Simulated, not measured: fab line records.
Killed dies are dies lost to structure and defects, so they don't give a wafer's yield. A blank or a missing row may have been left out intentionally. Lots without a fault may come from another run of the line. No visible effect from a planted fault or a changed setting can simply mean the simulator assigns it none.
Struck lot and sound lot, side by side	flow nand harc	41 out of 1302 route steps
Sound: these wafers, L538.1, L538.2, L538.5. Struck: wafer L554.6. (L554.2, L554.4 of the same lot were not struck and are left out.) The cause comes at the end.
For every step that has rows: the tool of each side, followed by ch and its chambers, followed by its first start. Under that, the readings that differ: sound wafers	struck wafers	difference of the means	sigmas: that difference in standard deviations of wafers without a fault.
alike: a reading whose means differ by less than 2 such deviations, as well as words and numbers matching on both sides. not compared: withheld readings; readings where some wafer has no value; bounds like >300 that might hide an equal value; numbers whose values overlap and for which the record gives no deviation.
A row with sigmas, a row that says differs or no value, or rows on one side alone: a step with any of these is where the two part. Non-overlapping numbers with no deviation appear without sigmas and do not part them. A reading missing from all wafers of one side parts the sides only when that side holds two or more wafers.

NHARC_A_DECK1_JOINT_CMP_13: polishes, target thk 51.023 nm.
  sound on cmp-03 ch 1,2,3, day 11 15:31; struck on cmp-01 ch 1, day 18 11:58
  alike: motor current A, slurry filter dp kPa, time to endpoint s
NHARC_A_DECK1_JOINT_THK_MEAS_14: measures by ellipsometry.
  sound on film metro-02, day 11 15:46; struck on film metro-02, day 18 12:10
reading	sound	struck	difference	sigmas
thk nm (nm)	49.0 47.7 48.0	51.3	+3.1	+2
then, 1 step without rows for these wafers: NHARC_A_DECK1_JOINT_SRD_04.
NHARC_A_DECK1_JOINT_ETCHBACK_00: etches the open film in HBr, target depth 30 nm, time 17.4 s.
  sound on rie si-05 ch 0,1,3, day 11 15:55; struck on rie si-05 ch 3, day 18 12:19
  alike: drypump motor current A, oes product au, throttle valve pct
  not compared: rf hours counter h
then, 8 steps without rows for these wafers: NHARC_A_DECK1_JOINT_PRECLEAN_30 (cleans in SC1); NHARC_A_DECK1_JOINT_SRD_31; NHARC_A_DECK1_JOINT_CVD_34 (deposits SiNx, target thk 20 nm); NHARC_A_DECK1_JOINT_DEP_06 (deposits SiOx, target thk 80 nm); NHARC_A_DECK1_JOINT_CURE_26 (time 32 s); NHARC_A_DECK1_JOINT_ANNEAL_27 (time 3600 s); NHARC_A_DECK1_JOINT_ANNEAL_28 (time 1800 s); NHARC_A_DECK1_JOINT_ANNEAL_29 (time 1800 s).
NHARC_A_DECK1_JOINT_CMP_02: polishes SiOx.
  sound on cmp-03 ch 0,3, day 12 16:05; struck on cmp-01 ch 2, day 19 08:53
  alike: motor current A, slurry filter dp kPa
then, 1 step without rows for these wafers: NHARC_A_DECK1_JOINT_SRD_15.
NHARC_A_DECK1_JOINT_DEP_16: deposits SiO2, target thk 45 nm.
  sound on pecvd-03 ch 1,2, day 12 16:41; struck on pecvd-03 ch 1, day 19 09:19
  alike: chamber pressure Torr, heater power w, susceptor temp C, throttle valve pct
NHARC_A_DECK1_JOINT_THK_MEAS_17: measures by ellipsometry.
  sound on film metro-01, day 12 16:58; struck on film metro-02, day 19 09:33
  alike: thk nm
NHARC_A_DECK1_JOINT_INSPECT_05:
  sound on defect inspect-01, day 12 17:00; struck on defect inspect-02, day 19 09:35
  alike: raw defect count
after that, 1 step with no rows for these wafers: NHARC_A_ONON_D2_DEP_00 (target thk 1000 nm).
NHARC_A_ONON_D2_THK_MEAS_02: measures by ellipsometry.
  sound on film metro-02, day 12 17:49; struck on film metro-01, day 19 10:10
  alike: thk nm
after that, 1 step with no rows for these wafers: NHARC_A_ONON_D2_DEP_03 (target thk 1000 nm).
NHARC_A_ONON_D2_THK_MEAS_05: measures by ellipsometry.
  sound on film metro-01, day 12 18:23; struck on film metro-01, day 19 10:43
  alike: thk nm
after that, 1 step with no rows for these wafers: NHARC_A_ONON_D2_DEP_06 (target thk 1000 nm).
NHARC_A_ONON_D2_THK_MEAS_08: measures by ellipsometry.
  sound on film metro-02, day 12 18:58; struck on film metro-02, day 19 11:17
  alike: thk nm
after that, 1 step with no rows for these wafers: NHARC_A_ONON_D2_DEP_09 (target thk 1000 nm).
NHARC_A_ONON_D2_THK_MEAS_11: measures by ellipsometry.
  sound on film metro-01, day 12 19:32; struck on film metro-01, day 19 11:51
  alike: thk nm
after that, 1 step with no rows for these wafers: NHARC_A_ONON_D2_DEP_12 (target thk 1000 nm).
NHARC_A_ONON_D2_THK_MEAS_14: measures by ellipsometry.
  sound on film metro-01, day 12 20:05; struck on film metro-01, day 19 12:25
  alike: thk nm
then, 2 steps without rows for these wafers: NHARC_A_ONON_D2_ANNEAL_15 (time 3600 s); NHARC_A_ONON_D2_DEP_16 (target thk 1000 nm).
NHARC_A_ONON_D2_THK_MEAS_18: measures by ellipsometry.
  sound on film metro-02, day 13 03:14; struck on film metro-02, day 19 20:08
  alike: thk nm
after that, 1 step with no rows for these wafers: NHARC_A_ONON_D2_DEP_19 (target thk 1000 nm).
NHARC_A_ONON_D2_THK_MEAS_21: measures by ellipsometry.
  sound on film metro-01, day 13 03:50; struck on film metro-01, day 19 20:43
  alike: thk nm
after that, 1 step with no rows for these wafers: NHARC_A_ONON_D2_DEP_22 (target thk 1000 nm).
NHARC_A_ONON_D2_THK_MEAS_24: measures by ellipsometry.
  sound on film metro-02, day 13 04:23; struck on film metro-01, day 19 21:18
reading	sound	struck	difference	sigmas
thk nm (nm)	1021 1023 1022	988	-34	-3
after that, 1 step with no rows for these wafers: NHARC_A_ONON_D2_DEP_25 (target thk 1000 nm).
NHARC_A_ONON_D2_THK_MEAS_27: measures by ellipsometry.
  sound on film metro-02, day 13 04:58; struck on film metro-02, day 19 21:52
  alike: thk nm
after that, 1 step with no rows for these wafers: NHARC_A_ONON_D2_DEP_28 (target thk 1000 nm).
NHARC_A_ONON_D2_THK_MEAS_30: measures by ellipsometry.
  sound on film metro-01, day 13 05:31; struck on film metro-02, day 19 22:27
  alike: thk nm
NHARC_A_ONON_D2_DEP_33: deposits SiO2, target thk 200 nm.
  sound on pecvd-02 ch 0,1,2, day 13 05:37; struck on pecvd-02 ch 2, day 19 22:38
  alike: chamber pressure Torr, heater power w, susceptor temp C, throttle valve pct
NHARC_A_ONON_D2_THK_MEAS_34: measures by ellipsometry.
  sound on film metro-01, day 13 05:59; struck on film metro-01, day 19 22:58
  alike: thk nm
-- the record jumps here: 11 days lie between the struck wafers' starts before and after (it left off in module A_ONON_D2 and takes up again in module END, whose first step shown is number 1302 of the route) --
NHARC_END_SORT_01:
  at this point the record logs the struck wafers (prober-01 ch 0, day 30 23:07) and has no rows for the sound ones

== WHERE THEY PART ==
Last at NHARC_END_SORT_01 as far as this record goes, first at NHARC_A_DECK1_JOINT_THK_MEAS_14.

WHY: whatever the simulator had introduced
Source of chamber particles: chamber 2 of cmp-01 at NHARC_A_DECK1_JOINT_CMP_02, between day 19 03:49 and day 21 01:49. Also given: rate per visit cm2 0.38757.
